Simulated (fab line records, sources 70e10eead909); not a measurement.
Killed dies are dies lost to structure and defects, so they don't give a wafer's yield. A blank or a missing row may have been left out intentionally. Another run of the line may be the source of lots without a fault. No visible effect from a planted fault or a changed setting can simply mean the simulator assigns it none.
Which of the tools did it? / flow nandHarc / 24 lots with 72 wafers sampled at 6 steps, on a route of 1159 steps

WHAT EACH GAUGE READ, for each wafer
NHARC_A_M0_OVL_MEAS_10: pitch 160 nm.
lot=L076; measured=day 17 23:09; on=overlay-01; overlayXNm (nm)=1.2 1.6 2.2; overlayYNm (nm)=-0.4 -0.7 -1.0
lot=L075; measured=day 18 02:17; on=overlay-02; overlayXNm (nm)=-1.1 -1.4 -1.0; overlayYNm (nm)=0.4 0.0 0.2
lot=L077; measured=day 18 03:37; on=overlay-01; overlayXNm (nm)=-0.2 -0.4 -0.2; overlayYNm (nm)=-0.4 -0.1 -0.5
lot=L080; measured=day 18 06:53; on=overlay-02; overlayXNm (nm)=-1.2 -1.4 -0.5; overlayYNm (nm)=0.8 -0.5 -0.1
lot=L078; measured=day 18 13:26; on=overlay-01; overlayXNm (nm)=-0.6 -0.8 -0.6; overlayYNm (nm)=-0.6 -0.3 -0.3
lot=L079; measured=day 18 17:58; on=overlay-02; overlayXNm (nm)=-0.3 -0.2 -0.5; overlayYNm (nm)=-0.3 0.5 -0.3
lot=L074; measured=day 19 02:05; on=overlay-02; overlayXNm (nm)=1.9 1.2 1.1; overlayYNm (nm)=-0.7 -0.8 -0.4
lot=L081; measured=day 19 07:28; on=overlay-02; overlayXNm (nm)=0.1 0.7 0.6; overlayYNm (nm)=0.0 0.5 0.4
lot=L082; measured=day 19 11:09; on=overlay-02; overlayXNm (nm)=0.6 1.3 1.1; overlayYNm (nm)=0.9 1.3 1.9
lot=L083; measured=day 19 19:24; on=overlay-02; overlayXNm (nm)=-0.9 -0.4 -1.2; overlayYNm (nm)=-0.4 -0.4 -0.8
lot=L085; measured=day 19 19:48; on=overlay-02; overlayXNm (nm)=1.3 0.5 0.4; overlayYNm (nm)=0.3 0.3 0.5
lot=L084; measured=day 20 16:47; on=overlay-01; overlayXNm (nm)=0.5 1.0 0.6; overlayYNm (nm)=0.7 0.5 0.8
lot=L088; measured=day 20 22:05; on=overlay-01; overlayXNm (nm)=0.6 0.7 0.6; overlayYNm (nm)=-0.7 0.2 -0.8
lot=L087; measured=day 20 22:28; on=overlay-02; overlayXNm (nm)=0.2 1.0 0.2; overlayYNm (nm)=-0.7 -0.3 -0.1
lot=L086; measured=day 21 04:34; on=overlay-01; overlayXNm (nm)=1.7 1.1 1.5; overlayYNm (nm)=-0.3 -0.4 0.1
lot=L089; measured=day 21 15:41; on=overlay-02; overlayXNm (nm)=-0.8 -1.5 -1.7; overlayYNm (nm)=-0.1 0.5 0.4
lot=L090; measured=day 21 23:54; on=overlay-01; overlayXNm (nm)=1.0 1.0 0.8; overlayYNm (nm)=1.6 1.3 1.1
lot=L094; measured=day 22 00:55; on=overlay-01; overlayXNm (nm)=-1.2 -1.3 -1.3; overlayYNm (nm)=-1.0 -0.2 -0.3
lot=L091; measured=day 22 04:31; on=overlay-01; overlayXNm (nm)=-1.6 -0.9 -0.4; overlayYNm (nm)=0.9 1.0 1.3
lot=L092; measured=day 22 08:05; on=overlay-02; overlayXNm (nm)=-0.7 -0.2 -0.1; overlayYNm (nm)=1.3 1.5 0.9
lot=L093; measured=day 22 08:29; on=overlay-01; overlayXNm (nm)=0.3 0.4 0.8; overlayYNm (nm)=0.3 0.4 0.3
lot=L095; measured=day 22 16:55; on=overlay-02; overlayXNm (nm)=1.3 1.7 1.9; overlayYNm (nm)=0.2 0.9 0.5
lot=L096; measured=day 22 20:33; on=overlay-02; overlayXNm (nm)=0.3 0.6 0.5; overlayYNm (nm)=0.2 0.1 0.6
lot=L097; measured=day 23 05:04; on=overlay-01; overlayXNm (nm)=0.1 0.5 -0.3; overlayYNm (nm)=0.6 0.7 0.6

NHARC_A_M1_OVL_MEAS_10: pitch 240 nm.
lot=L076; measured=day 18 03:13; on=overlay-01; overlayXNm (nm)=-0.8 -0.7 -0.6; overlayYNm (nm)=0.9 0.7 1.1
lot=L075; measured=day 18 06:14; on=overlay-01; overlayXNm (nm)=-1.8 -2.2 -1.7; overlayYNm (nm)=0.9 0.9 1.1
lot=L077; measured=day 18 07:42; on=overlay-01; overlayXNm (nm)=0.7 1.3 0.9; overlayYNm (nm)=0.5 0.9 0.3
lot=L080; measured=day 18 10:58; on=overlay-01; overlayXNm (nm)=1.1 0.5 0.8; overlayYNm (nm)=0.1 0.1 0.8
lot=L078; measured=day 18 17:32; on=overlay-01; overlayXNm (nm)=-1.6 -1.9 -1.7; overlayYNm (nm)=-1.1 -0.5 -1.1
lot=L079; measured=day 18 21:53; on=overlay-02; overlayXNm (nm)=0.4 1.0 0.0; overlayYNm (nm)=1.4 1.1 0.7
lot=L074; measured=day 19 06:20; on=overlay-01; overlayXNm (nm)=1.2 1.0 0.7; overlayYNm (nm)=-0.5 0.0 -0.4
lot=L081; measured=day 19 11:30; on=overlay-01; overlayXNm (nm)=-1.1 -1.6 -1.9; overlayYNm (nm)=-1.7 -1.6 -1.6
lot=L082; measured=day 19 15:38; on=overlay-02; overlayXNm (nm)=2.0 1.7 1.1; overlayYNm (nm)=-0.2 0.3 -0.1
lot=L083; measured=day 19 23:45; on=overlay-01; overlayXNm (nm)=-0.5 -0.5 -0.6; overlayYNm (nm)=0.2 -0.3 -0.3
lot=L085; measured=day 20 00:12; on=overlay-02; overlayXNm (nm)=-0.1 0.6 0.7; overlayYNm (nm)=-1.4 -1.9 -1.3
lot=L084; measured=day 20 22:04; on=overlay-02; overlayXNm (nm)=0.5 0.4 0.8; overlayYNm (nm)=-0.3 0.1 -0.7
lot=L088; measured=day 21 02:31; on=overlay-02; overlayXNm (nm)=-0.8 -0.9 -1.2; overlayYNm (nm)=-0.5 -1.1 -0.5
lot=L087; measured=day 21 03:18; on=overlay-02; overlayXNm (nm)=-0.3 -0.8 -1.1; overlayYNm (nm)=-0.1 -0.5 -0.8
lot=L086; measured=day 21 08:44; on=overlay-01; overlayXNm (nm)=-0.4 0.0 -0.8; overlayYNm (nm)=0.6 0.7 0.8
lot=L089; measured=day 21 19:39; on=overlay-02; overlayXNm (nm)=0.3 0.8 0.6; overlayYNm (nm)=1.1 0.6 0.8
lot=L090; measured=day 22 04:08; on=overlay-02; overlayXNm (nm)=1.2 1.0 1.6; overlayYNm (nm)=0.9 0.9 0.6
lot=L094; measured=day 22 05:11; on=overlay-02; overlayXNm (nm)=0.3 0.4 0.4; overlayYNm (nm)=0.9 0.5 0.5
lot=L091; measured=day 22 08:58; on=overlay-02; overlayXNm (nm)=-0.9 -0.3 -0.1; overlayYNm (nm)=2.5 1.9 2.3
lot=L092; measured=day 22 12:32; on=overlay-01; overlayXNm (nm)=-0.4 0.1 -0.3; overlayYNm (nm)=-1.3 -1.7 -0.8
lot=L093; measured=day 22 12:42; on=overlay-02; overlayXNm (nm)=0.1 0.1 -0.1; overlayYNm (nm)=1.6 1.3 0.9
lot=L095; measured=day 22 20:59; on=overlay-01; overlayXNm (nm)=-0.9 -0.5 -1.1; overlayYNm (nm)=1.0 0.7 0.9
lot=L096; measured=day 23 00:28; on=overlay-01; overlayXNm (nm)=-0.1 -0.2 0.0; overlayYNm (nm)=1.5 0.6 0.9
lot=L097; measured=day 23 09:18; on=overlay-02; overlayXNm (nm)=0.0 -0.2 -0.2; overlayYNm (nm)=0.7 1.1 1.4

NHARC_HYBRID_BOND_OVL_MEAS_05.
lot=L076; measured=day 18 20:26; on=overlay-02; overlayXNm (nm)=41 -14 10; overlayYNm (nm)=-62 27 48
lot=L075; measured=day 18 20:26; on=overlay-01; overlayXNm (nm)=11 -5 23; overlayYNm (nm)=-34 -41 15
lot=L077; measured=day 19 03:50; on=overlay-02; overlayXNm (nm)=16 -24 74; overlayYNm (nm)=34 9 8
lot=L080; measured=day 19 03:50; on=overlay-01; overlayXNm (nm)=34 14 -49; overlayYNm (nm)=-18 -17 -22
lot=L078; measured=day 19 13:14; on=overlay-02; overlayXNm (nm)=15 2 33; overlayYNm (nm)=-22 11 -77
lot=L079; measured=day 19 13:14; on=overlay-01; overlayXNm (nm)=-40 -8 46; overlayYNm (nm)=39 46 -29
lot=L074; measured=day 19 23:40; on=overlay-02; overlayXNm (nm)=14 68 -4; overlayYNm (nm)=8 -35 -21
lot=L081; measured=day 20 11:23; on=overlay-01; overlayXNm (nm)=5 -7 38; overlayYNm (nm)=21 45 -27
lot=L082; measured=day 20 11:23; on=overlay-02; overlayXNm (nm)=4 45 -32; overlayYNm (nm)=1 48 -41
lot=L083; measured=day 20 19:37; on=overlay-02; overlayXNm (nm)=-40 20 16; overlayYNm (nm)=-74 1 -1
lot=L085; measured=day 20 19:37; on=overlay-01; overlayXNm (nm)=42 -17 -20; overlayYNm (nm)=46 21 20
lot=L084; measured=day 21 17:22; on=overlay-02; overlayXNm (nm)=8 -10 7; overlayYNm (nm)=8 -36 -13
lot=L088; measured=day 21 17:23; on=overlay-01; overlayXNm (nm)=-67 4 25; overlayYNm (nm)=17 37 -80
lot=L087; measured=day 21 21:38; on=overlay-02; overlayXNm (nm)=-48 -34 -8; overlayYNm (nm)=-9 -24 2
lot=L086; measured=day 22 06:19; on=overlay-01; overlayXNm (nm)=-85 6 -24; overlayYNm (nm)=70 -1 14
lot=L089; measured=day 22 13:19; on=overlay-02; overlayXNm (nm)=-20 -42 23; overlayYNm (nm)=16 36 41
lot=L090; measured=day 22 21:22; on=overlay-02; overlayXNm (nm)=-21 -24 15; overlayYNm (nm)=-1 18 30
lot=L094; measured=day 22 21:22; on=overlay-01; overlayXNm (nm)=-11 -12 44; overlayYNm (nm)=32 -9 -10
lot=L091; measured=day 23 02:41; on=overlay-01; overlayXNm (nm)=31 -14 65; overlayYNm (nm)=19 2 19
lot=L092; measured=day 23 02:42; on=overlay-02; overlayXNm (nm)=-12 -57 12; overlayYNm (nm)=-68 -23 4
lot=L093; measured=day 23 07:05; on=overlay-02; overlayXNm (nm)=-6 88 27; overlayYNm (nm)=-6 45 13
lot=L095; measured=day 23 15:14; on=overlay-02; overlayXNm (nm)=-23 -22 31; overlayYNm (nm)=-34 -34 7
lot=L096; measured=day 23 15:14; on=overlay-01; overlayXNm (nm)=10 -19 27; overlayYNm (nm)=27 -38 -24
lot=L097; measured=day 24 02:28; on=overlay-01; overlayXNm (nm)=27 39 -3; overlayYNm (nm)=-14 19 16

EACH LOT AND THE TOOL THAT RAN IT (in order: tool; ch and the chambers of the sampled wafers; start)
lot=L076; NHARC_A_M1_ANNEAL_31=rtpAnneal-01 ch 0, day 18 05:08; NHARC_A_M1_CMP_23=cmp-04 ch 1,2,3, day 18 05:28; NHARC_A_BONDPAD_DESCUM_11=rieDiel-11 ch 0,1,2, day 18 08:04
lot=L075; NHARC_A_M1_ANNEAL_31=rtpAnneal-02 ch 0, day 18 08:14; NHARC_A_M1_CMP_23=cmp-01 ch 0,1,3, day 18 08:31; NHARC_A_BONDPAD_DESCUM_11=rieDiel-11 ch 1,3, day 18 11:01
lot=L077; NHARC_A_M1_ANNEAL_31=rtpAnneal-01 ch 0, day 18 09:37; NHARC_A_M1_CMP_23=cmp-02 ch 0,1,2, day 18 09:56; NHARC_A_BONDPAD_DESCUM_11=rieDiel-07 ch 0,2,3, day 18 12:32
lot=L080; NHARC_A_M1_ANNEAL_31=rtpAnneal-01 ch 0, day 18 12:55; NHARC_A_M1_CMP_23=cmp-01 ch 0,3, day 18 13:13; NHARC_A_BONDPAD_DESCUM_11=rieDiel-11 ch 0,2,3, day 18 15:43
lot=L078; NHARC_A_M1_ANNEAL_31=rtpAnneal-02 ch 0, day 18 19:28; NHARC_A_M1_CMP_23=cmp-02 ch 1,2, day 18 19:45; NHARC_A_BONDPAD_DESCUM_11=rieDiel-11 ch 1,2,3, day 18 22:23
lot=L079; NHARC_A_M1_ANNEAL_31=rtpAnneal-02 ch 0, day 18 23:51; NHARC_A_M1_CMP_23=cmp-01 ch 0,1, day 19 00:06; NHARC_A_BONDPAD_DESCUM_11=rieDiel-11 ch 0,1, day 19 02:40
lot=L074; NHARC_A_M1_ANNEAL_31=rtpAnneal-01 ch 0, day 19 08:16; NHARC_A_M1_CMP_23=cmp-04 ch 0,1, day 19 08:34; NHARC_A_BONDPAD_DESCUM_11=rieDiel-07 ch 1,2,3, day 19 11:13
lot=L081; NHARC_A_M1_ANNEAL_31=rtpAnneal-01 ch 0, day 19 13:43; NHARC_A_M1_CMP_23=cmp-01 ch 1,2,3, day 19 14:04; NHARC_A_BONDPAD_DESCUM_11=rieDiel-07 ch 0,1,2, day 19 16:38
lot=L082; NHARC_A_M1_ANNEAL_31=rtpAnneal-02 ch 0, day 19 17:38; NHARC_A_M1_CMP_23=cmp-02 ch 0,2, day 19 17:58; NHARC_A_BONDPAD_DESCUM_11=rieDiel-11 ch 2,3, day 19 20:31
lot=L083; NHARC_A_M1_ANNEAL_31=rtpAnneal-01 ch 0, day 20 01:39; NHARC_A_M1_CMP_23=cmp-02 ch 1,2,3, day 20 01:59; NHARC_A_BONDPAD_DESCUM_11=rieDiel-11 ch 0,1,3, day 20 04:37
lot=L085; NHARC_A_M1_ANNEAL_31=rtpAnneal-02 ch 0, day 20 02:10; NHARC_A_M1_CMP_23=cmp-04 ch 0,2,3, day 20 02:28; NHARC_A_BONDPAD_DESCUM_11=rieDiel-11 ch 0,1,3, day 20 05:06
lot=L084; NHARC_A_M1_ANNEAL_31=rtpAnneal-01 ch 0, day 21 00:02; NHARC_A_M1_CMP_23=cmp-02 ch 0,1,3, day 21 00:21; NHARC_A_BONDPAD_DESCUM_11=rieDiel-11 ch 1,2, day 21 03:04
lot=L088; NHARC_A_M1_ANNEAL_31=rtpAnneal-01 ch 0, day 21 04:29; NHARC_A_M1_CMP_23=cmp-01 ch 0,1,2, day 21 04:50; NHARC_A_BONDPAD_DESCUM_11=rieDiel-11 ch 0,2,3, day 21 07:25
lot=L087; NHARC_A_M1_ANNEAL_31=rtpAnneal-02 ch 0, day 21 05:24; NHARC_A_M1_CMP_23=cmp-01 ch 1,2, day 21 05:47; NHARC_A_BONDPAD_DESCUM_11=rieDiel-07 ch 0,2,3, day 21 09:10
lot=L086; NHARC_A_M1_ANNEAL_31=rtpAnneal-01 ch 0, day 21 10:42; NHARC_A_M1_CMP_23=cmp-01 ch 0,2,3, day 21 11:03; NHARC_A_BONDPAD_DESCUM_11=rieDiel-11 ch 1,2,3, day 21 13:41
lot=L089; NHARC_A_M1_ANNEAL_31=rtpAnneal-02 ch 0, day 21 21:50; NHARC_A_M1_CMP_23=cmp-02 ch 1,2,3, day 21 22:11; NHARC_A_BONDPAD_DESCUM_11=rieDiel-11 ch 1,2,3, day 22 00:52
lot=L090; NHARC_A_M1_ANNEAL_31=rtpAnneal-01 ch 0, day 22 06:07; NHARC_A_M1_CMP_23=cmp-04 ch 0,1, day 22 06:26; NHARC_A_BONDPAD_DESCUM_11=rieDiel-11 ch 0,1, day 22 08:53
lot=L094; NHARC_A_M1_ANNEAL_31=rtpAnneal-02 ch 0, day 22 07:19; NHARC_A_M1_CMP_23=cmp-01 ch 0,1,2, day 22 07:35; NHARC_A_BONDPAD_DESCUM_11=rieDiel-11 ch 0,1, day 22 10:14
lot=L091; NHARC_A_M1_ANNEAL_31=rtpAnneal-01 ch 0, day 22 10:59; NHARC_A_M1_CMP_23=cmp-02 ch 0,2,3, day 22 11:19; NHARC_A_BONDPAD_DESCUM_11=rieDiel-11 ch 1,2,3, day 22 14:00
lot=L092; NHARC_A_M1_ANNEAL_31=rtpAnneal-02 ch 0, day 22 14:27; NHARC_A_M1_CMP_23=cmp-01 ch 0,1, day 22 14:45; NHARC_A_BONDPAD_DESCUM_11=rieDiel-11 ch 1,2, day 22 17:23
lot=L093; NHARC_A_M1_ANNEAL_31=rtpAnneal-02 ch 0, day 22 14:46; NHARC_A_M1_CMP_23=cmp-04 ch 0,3, day 22 15:05; NHARC_A_BONDPAD_DESCUM_11=rieDiel-07 ch 0,2, day 22 17:40
lot=L095; NHARC_A_M1_ANNEAL_31=rtpAnneal-02 ch 0, day 22 22:58; NHARC_A_M1_CMP_23=cmp-01 ch 0,1,3, day 22 23:20; NHARC_A_BONDPAD_DESCUM_11=rieDiel-11 ch 0,2,3, day 23 01:49
lot=L096; NHARC_A_M1_ANNEAL_31=rtpAnneal-01 ch 0, day 23 02:28; NHARC_A_M1_CMP_23=cmp-04 ch 1,2,3, day 23 02:46; NHARC_A_BONDPAD_DESCUM_11=rieDiel-11 ch 0,2, day 23 05:20
lot=L097; NHARC_A_M1_ANNEAL_31=rtpAnneal-01 ch 0, day 23 11:28; NHARC_A_M1_CMP_23=cmp-04 ch 1,2,3, day 23 11:50; NHARC_A_BONDPAD_DESCUM_11=rieDiel-11 ch 0,1,2, day 23 14:23
- NHARC_A_M1_ANNEAL_31: time 90 s.
- NHARC_A_M1_CMP_23: polishes, t overpolish 20 s, target thk 154.34 nm.
- NHARC_A_BONDPAD_DESCUM_11: chemistry O2, time 3 s.

WHAT THE TOOLS THEMSELVES READ (means of the sampled wafers that have a number; where no wafer has one, the mark that the record gives instead)
NHARC_A_M1_ANNEAL_31.
lot=L076 tool=rtpAnneal-01 wafer_temp_C_max=226.10
lot=L075 tool=rtpAnneal-02 wafer_temp_C_max=225.63
lot=L077 tool=rtpAnneal-01 wafer_temp_C_max=226.21
lot=L080 tool=rtpAnneal-01 wafer_temp_C_max=225.84
lot=L078 tool=rtpAnneal-02 wafer_temp_C_max=225.78
lot=L079 tool=rtpAnneal-02 wafer_temp_C_max=225.90
lot=L074 tool=rtpAnneal-01 wafer_temp_C_max=225.89
lot=L081 tool=rtpAnneal-01 wafer_temp_C_max=225.94
lot=L082 tool=rtpAnneal-02 wafer_temp_C_max=226.00
lot=L083 tool=rtpAnneal-01 wafer_temp_C_max=226.02
lot=L085 tool=rtpAnneal-02 wafer_temp_C_max=225.66
lot=L084 tool=rtpAnneal-01 wafer_temp_C_max=226.09
lot=L088 tool=rtpAnneal-01 wafer_temp_C_max=225.89
lot=L087 tool=rtpAnneal-02 wafer_temp_C_max=225.98
lot=L086 tool=rtpAnneal-01 wafer_temp_C_max=225.92
lot=L089 tool=rtpAnneal-02 wafer_temp_C_max=225.96
lot=L090 tool=rtpAnneal-01 wafer_temp_C_max=225.95
lot=L094 tool=rtpAnneal-02 wafer_temp_C_max=225.89
lot=L091 tool=rtpAnneal-01 wafer_temp_C_max=226.01
lot=L092 tool=rtpAnneal-02 wafer_temp_C_max=225.73
lot=L093 tool=rtpAnneal-02 wafer_temp_C_max=225.67
lot=L095 tool=rtpAnneal-02 wafer_temp_C_max=225.67
lot=L096 tool=rtpAnneal-01 wafer_temp_C_max=226.04
lot=L097 tool=rtpAnneal-01 wafer_temp_C_max=226.14

NHARC_A_M1_CMP_23.
lot=L076; tool=cmp-04; motorCurrentA (A)=11.8; retainingRingPressureFrac=1.002; timeToEndpointS (s)=26.1
lot=L075; tool=cmp-01; motorCurrentA (A)=12.3; retainingRingPressureFrac=1.005; timeToEndpointS (s)=28.0
lot=L077; tool=cmp-02; motorCurrentA (A)=11.5; retainingRingPressureFrac=1.004; timeToEndpointS (s)=30.7
lot=L080; tool=cmp-01; motorCurrentA (A)=13.1; retainingRingPressureFrac=0.997; timeToEndpointS (s)=28.3
lot=L078; tool=cmp-02; motorCurrentA (A)=12.1; retainingRingPressureFrac=1.002; timeToEndpointS (s)=32.9
lot=L079; tool=cmp-01; motorCurrentA (A)=11.0; retainingRingPressureFrac=1.005; timeToEndpointS (s)=29.0
lot=L074; tool=cmp-04; motorCurrentA (A)=12.2; retainingRingPressureFrac=0.998; timeToEndpointS (s)=25.0
lot=L081; tool=cmp-01; motorCurrentA (A)=12.6; retainingRingPressureFrac=1.004; timeToEndpointS (s)=25.1
lot=L082; tool=cmp-02; motorCurrentA (A)=11.9; retainingRingPressureFrac=0.999; timeToEndpointS (s)=27.1
lot=L083; tool=cmp-02; motorCurrentA (A)=11.9; retainingRingPressureFrac=0.999; timeToEndpointS (s)=28.6
lot=L085; tool=cmp-04; motorCurrentA (A)=11.8; retainingRingPressureFrac=1.001; timeToEndpointS (s)=29.4
lot=L084; tool=cmp-02; motorCurrentA (A)=10.8; retainingRingPressureFrac=1.003; timeToEndpointS (s)=30.1
lot=L088; tool=cmp-01; motorCurrentA (A)=11.4; retainingRingPressureFrac=0.997; timeToEndpointS (s)=29.6
lot=L087; tool=cmp-01; motorCurrentA (A)=11.9; retainingRingPressureFrac=1.007; timeToEndpointS (s)=27.1
lot=L086; tool=cmp-01; motorCurrentA (A)=12.2; retainingRingPressureFrac=0.995; timeToEndpointS (s)=27.9
lot=L089; tool=cmp-02; motorCurrentA (A)=12.1; retainingRingPressureFrac=1.000; timeToEndpointS (s)=31.9
lot=L090; tool=cmp-04; motorCurrentA (A)=11.8; retainingRingPressureFrac=1.001; timeToEndpointS (s)=28.7
lot=L094; tool=cmp-01; motorCurrentA (A)=11.6; retainingRingPressureFrac=0.996; timeToEndpointS (s)=28.5
lot=L091; tool=cmp-02; motorCurrentA (A)=11.3; retainingRingPressureFrac=1.004; timeToEndpointS (s)=29.1
lot=L092; tool=cmp-01; motorCurrentA (A)=11.2; retainingRingPressureFrac=0.993; timeToEndpointS (s)=28.8
lot=L093; tool=cmp-04; motorCurrentA (A)=12.0; retainingRingPressureFrac=0.999; timeToEndpointS (s)=28.9
lot=L095; tool=cmp-01; motorCurrentA (A)=12.3; retainingRingPressureFrac=1.000; timeToEndpointS (s)=29.7
lot=L096; tool=cmp-04; motorCurrentA (A)=11.5; retainingRingPressureFrac=1.005; timeToEndpointS (s)=27.8
lot=L097; tool=cmp-04; motorCurrentA (A)=11.6; retainingRingPressureFrac=0.999; timeToEndpointS (s)=28.1

NHARC_A_BONDPAD_DESCUM_11.
lot=L076; tool=rieDiel-11; drypumpMotorCurrentA (A)=5.44; oesProductAu (a.u.)=0.998; rfVppV (V)=58.0; showerheadPlenumPTorr (Torr)=1.94; throttleValvePct (%)=11.313
lot=L075; tool=rieDiel-11; drypumpMotorCurrentA (A)=5.39; oesProductAu (a.u.)=0.999; rfVppV (V)=57.6; showerheadPlenumPTorr (Torr)=1.98; throttleValvePct (%)=11.302
lot=L077; tool=rieDiel-07; drypumpMotorCurrentA (A)=5.36; oesProductAu (a.u.)=0.995; rfVppV (V)=58.4; showerheadPlenumPTorr (Torr)=1.98; throttleValvePct (%)=11.308
lot=L080; tool=rieDiel-11; drypumpMotorCurrentA (A)=5.25; oesProductAu (a.u.)=1.010; rfVppV (V)=58.0; showerheadPlenumPTorr (Torr)=1.88; throttleValvePct (%)=11.313
lot=L078; tool=rieDiel-11; drypumpMotorCurrentA (A)=5.35; oesProductAu (a.u.)=1.006; rfVppV (V)=58.0; showerheadPlenumPTorr (Torr)=1.90; throttleValvePct (%)=11.303
lot=L079; tool=rieDiel-11; drypumpMotorCurrentA (A)=5.36; oesProductAu (a.u.)=1.017; rfVppV (V)=57.8; showerheadPlenumPTorr (Torr)=2.01; throttleValvePct (%)=11.306
lot=L074; tool=rieDiel-07; drypumpMotorCurrentA (A)=5.51; oesProductAu (a.u.)=1.004; rfVppV (V)=58.5; showerheadPlenumPTorr (Torr)=2.00; throttleValvePct (%)=11.313
lot=L081; tool=rieDiel-07; drypumpMotorCurrentA (A)=5.34; oesProductAu (a.u.)=1.006; rfVppV (V)=57.6; showerheadPlenumPTorr (Torr)=1.97; throttleValvePct (%)=11.306
lot=L082; tool=rieDiel-11; drypumpMotorCurrentA (A)=5.34; oesProductAu (a.u.)=1.002; rfVppV (V)=57.9; showerheadPlenumPTorr (Torr)=1.81; throttleValvePct (%)=11.310
lot=L083; tool=rieDiel-11; drypumpMotorCurrentA (A)=5.29; oesProductAu (a.u.)=1.009; rfVppV (V)=57.3; showerheadPlenumPTorr (Torr)=1.97; throttleValvePct (%)=11.305
lot=L085; tool=rieDiel-11; drypumpMotorCurrentA (A)=5.29; oesProductAu (a.u.)=1.004; rfVppV (V)=58.0; showerheadPlenumPTorr (Torr)=1.97; throttleValvePct (%)=11.313
lot=L084; tool=rieDiel-11; drypumpMotorCurrentA (A)=5.54; oesProductAu (a.u.)=1.006; rfVppV (V)=58.0; showerheadPlenumPTorr (Torr)=1.87; throttleValvePct (%)=11.310
lot=L088; tool=rieDiel-11; drypumpMotorCurrentA (A)=5.24; oesProductAu (a.u.)=1.005; rfVppV (V)=58.6; showerheadPlenumPTorr (Torr)=1.88; throttleValvePct (%)=11.319
lot=L087; tool=rieDiel-07; drypumpMotorCurrentA (A)=5.36; oesProductAu (a.u.)=0.995; rfVppV (V)=57.5; showerheadPlenumPTorr (Torr)=1.97; throttleValvePct (%)=11.320
lot=L086; tool=rieDiel-11; drypumpMotorCurrentA (A)=5.37; oesProductAu (a.u.)=1.002; rfVppV (V)=57.9; showerheadPlenumPTorr (Torr)=1.90; throttleValvePct (%)=11.311
lot=L089; tool=rieDiel-11; drypumpMotorCurrentA (A)=5.38; oesProductAu (a.u.)=0.997; rfVppV (V)=57.9; showerheadPlenumPTorr (Torr)=1.90; throttleValvePct (%)=11.313
lot=L090; tool=rieDiel-11; drypumpMotorCurrentA (A)=5.49; oesProductAu (a.u.)=0.999; rfVppV (V)=57.8; showerheadPlenumPTorr (Torr)=2.03; throttleValvePct (%)=11.313
lot=L094; tool=rieDiel-11; drypumpMotorCurrentA (A)=5.37; oesProductAu (a.u.)=1.003; rfVppV (V)=57.3; showerheadPlenumPTorr (Torr)=2.01; throttleValvePct (%)=11.307
lot=L091; tool=rieDiel-11; drypumpMotorCurrentA (A)=5.38; oesProductAu (a.u.)=1.000; rfVppV (V)=57.1; showerheadPlenumPTorr (Torr)=1.90; throttleValvePct (%)=11.306
lot=L092; tool=rieDiel-11; drypumpMotorCurrentA (A)=5.56; oesProductAu (a.u.)=1.003; rfVppV (V)=58.0; showerheadPlenumPTorr (Torr)=1.96; throttleValvePct (%)=11.311
lot=L093; tool=rieDiel-07; drypumpMotorCurrentA (A)=5.29; oesProductAu (a.u.)=0.985; rfVppV (V)=58.6; showerheadPlenumPTorr (Torr)=1.95; throttleValvePct (%)=11.300
lot=L095; tool=rieDiel-11; drypumpMotorCurrentA (A)=5.25; oesProductAu (a.u.)=1.006; rfVppV (V)=57.5; showerheadPlenumPTorr (Torr)=1.88; throttleValvePct (%)=11.312
lot=L096; tool=rieDiel-11; drypumpMotorCurrentA (A)=5.43; oesProductAu (a.u.)=1.006; rfVppV (V)=57.5; showerheadPlenumPTorr (Torr)=1.86; throttleValvePct (%)=11.316
lot=L097; tool=rieDiel-11; drypumpMotorCurrentA (A)=5.43; oesProductAu (a.u.)=1.006; rfVppV (V)=58.3; showerheadPlenumPTorr (Torr)=1.94; throttleValvePct (%)=11.321

THE ANSWER, worked out from the rows above alone
Rule: the lots themselves supply what counts as usual. Put in order of their means at a reading, lots are off if they are a third of the lots or fewer, leave a main group of 4 or more, and stand apart from it by a gap of 3 or more times the standard deviation of the main group's means; of several such gaps the widest counts. The tables above print the reading to a certain number of digits; a main group whose means all agree to those digits is not used. A lot without any number at a reading at which 4 lots or more have one is off too. The other lots that the step has rows for count as sound. Order of review: gauges by route order, followed by the tools' own readings, for which a lot's mean as printed above is used. At the first step where some lot is off, the reading lying furthest off is the one used; lots without a number count as furthest.
No lot is off on any of the readings shown, so nothing can be concluded from this.

WHAT WAS PUT IN BY THE SIMULATOR
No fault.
